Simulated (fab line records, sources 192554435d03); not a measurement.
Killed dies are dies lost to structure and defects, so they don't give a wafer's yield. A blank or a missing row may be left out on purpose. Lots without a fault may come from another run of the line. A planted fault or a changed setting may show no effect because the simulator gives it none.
A struck lot beside a sound one | flow n5_finfet | 19 steps out of a route of 1938
Sound: wafers L762.1, L762.3, L762.5. Struck: wafers L775.1, L775.3, L775.6. The cause comes at the end.
At each step with rows: each side's tool, then ch and its chambers, then its first start. Under that, the readings that differ: sound wafers | struck wafers | difference of the means | sigmas: that difference in standard deviations of wafers without a fault.
alike: readings whose means differ by less than 2 such deviations, and words and numbers that are the same on both sides. not compared: withheld readings, readings that some wafer has no value for, bounds like >300 that may hide the same value, and numbers for which the record gives no deviation and whose values overlap.
The two part at a step that has a row with sigmas, a row that says differs or no value, or rows on one side only. Numbers that don't overlap but have no deviation are shown without sigmas and don't part them. A reading that every wafer of one side lacks parts them only if that side has two wafers or more.

first, 7 steps without rows for these wafers: N5_BEOL_M9_COAT_60 (time 60 s, resist thk 30 nm); N5_BEOL_M9_COAT_05 (resist thk 90 nm); N5_BEOL_M9_EBR_07; N5_BEOL_M9_SOFTBAKE_06 (time 60 s); N5_BEOL_M9_EXPOSE_08 (exposes mask M9); N5_BEOL_M9_PEB_09 (peb time 60 s); N5_BEOL_M9_DEVELOP_10 (develop time 30 s).
N5_BEOL_M9_CD_MEAS_11: target cd 64.1 nm.
  sound on cd_sem-02 ch 0, day 10 07:15; struck on cd_sem-01 ch 0, day 13 11:48
  alike: cd_nm
N5_BEOL_M9_OVL_MEAS_12:
  sound on overlay-01 ch 0, day 10 07:17; struck on overlay-02 ch 0, day 13 11:50
  alike: M9_OVL
N5_BEOL_M9_INSPECT_13: inspects for defects (brightfield).
  sound on defect_inspect-02, day 10 07:19; struck on defect_inspect-02, day 13 11:52
  alike: raw_defect_count
N5_BEOL_M9_DESCUM_16: chemistry O2, time 7.9 s.
  sound on rie_diel-04 ch 1,2, day 10 07:20; struck on rie_diel-01 ch 1,2,3, day 13 11:59
  reading                     | sound       | struck      | difference | sigmas
  drypump_motor_current_A (A) | 6.3 6.2 6.2 | 5.5 5.6 5.4 | -0.7       | -2
  alike: chamber_pressure_mTorr, oes_product_au, rf_vpp_V, showerhead_plenum_p_Torr, throttle_valve_pct
  not compared: rf_hours_counter_h
N5_BEOL_M9_ETCH_61: etches SiARC in CF4, target depth 39 nm, time 65 s.
  sound on rie_diel-04 ch 1,2, day 10 07:23; struck on rie_diel-01 ch 1,2,3, day 13 12:01
  reading                     | sound       | struck      | difference | sigmas
  drypump_motor_current_A (A) | 6.3 6.2 6.2 | 5.5 5.7 5.3 | -0.7       | -2
  alike: bias_w, cf4_flow_sccm, chamber_pressure_mTorr, etch_rf_on_time_s, oes_product_au, rf_vpp_V, showerhead_plenum_p_Torr, throttle_valve_pct
  not compared: rf_hours_counter_h
N5_BEOL_M9_ETCH_62: etches SOC in N2/H2, target depth 110 nm, overetch 22 nm, time 165 s.
  sound on rie_diel-04 ch 1,2, day 10 07:26; struck on rie_diel-01 ch 1,2,3, day 13 12:04
  no value came back on the struck wafers for any of 7 readings (bias_w (W), chamber_pressure_mTorr (mTorr) and others); on the sound wafers bias_w (W) reads 149.6 150.1 150.7
  reading                                      | sound          | struck         | difference | sigmas
  model.CAR-ArF_of_BEOL_M9_COAT_05.thk_nm (nm) | 0 0 0          | 55.6 56 56     | +55.9      |
  model.SiARC_of_BEOL_M9_COAT_60.thk_nm (nm)   | 23.2 23.4 23.4 | 30.2 30.2 30.2 | +6.9       |
  not compared: rf_hours_counter_h
then, 1 step without rows for these wafers: N5_BEOL_M9_STRIP_68 (strips in N2/H2).
N5_BEOL_M9_STRIP_67: strips in CF4.
  sound on rie_diel-04 ch 1,2, day 10 07:34; struck on rie_diel-01 ch 1,2,3, day 13 12:13
  reading                     | sound       | struck      | difference | sigmas
  drypump_motor_current_A (A) | 6.3 6.2 6.2 | 5.5 5.6 5.4 | -0.7       | -2
  alike: chamber_pressure_mTorr, oes_product_au, rf_vpp_V, showerhead_plenum_p_Torr, throttle_valve_pct
  not compared: rf_hours_counter_h
N5_BEOL_M9_HM_OPEN_17: chemistry Cl2/BCl3, target TiN, target depth 20 nm, overetch 6 nm.
  sound on rie_metal-02 ch 0,1, day 10 07:37; struck on rie_metal-01 ch 0, day 13 12:16
  reading                | sound             | struck            | difference | sigmas
  oes_product_au (a.u.)  | 0.76 0.63 0.62    | 0.33 0.32 0.32    | -0.35      | -5
  throttle_valve_pct (%) | 22.14 22.24 22.22 | 22.70 22.72 22.71 | +0.51      | +3
  alike: chamber_pressure_mTorr, drypump_motor_current_A
  not compared: rf_hours_counter_h
N5_BEOL_M9_STRIP_19: strips in O2.
  sound on rie_diel-04 ch 1,2, day 10 07:43; struck on rie_diel-04 ch 0,1, day 13 12:38
  reading                        | sound             | struck            | difference | sigmas
  chamber_pressure_mTorr (mTorr) | 30.07 30.04 30.04 | 29.85 29.96 30.06 | -0.09      | -2
  alike: drypump_motor_current_A, oes_product_au, rf_vpp_V, showerhead_plenum_p_Torr, throttle_valve_pct
  not compared: rf_hours_counter_h
N5_BEOL_M9_CD_MEAS_18: pitch 140 nm, target cd 70 nm.
  sound on cd_sem-03, day 10 07:47; struck on cd_sem-01, day 13 12:43
  reading    | sound          | struck | difference                    | sigmas
  cd_nm (nm) | 69.0 69.0 69.3 | - - -  | no value on the struck wafers |
then, 1 step without rows for these wafers: N5_BEOL_M9_COAT_63 (time 60 s, resist thk 60 nm).

WHERE THEY PART
First at N5_BEOL_M9_DESCUM_16; last, within this record, at N5_BEOL_M9_CD_MEAS_18.

WHY: what the simulator had put in
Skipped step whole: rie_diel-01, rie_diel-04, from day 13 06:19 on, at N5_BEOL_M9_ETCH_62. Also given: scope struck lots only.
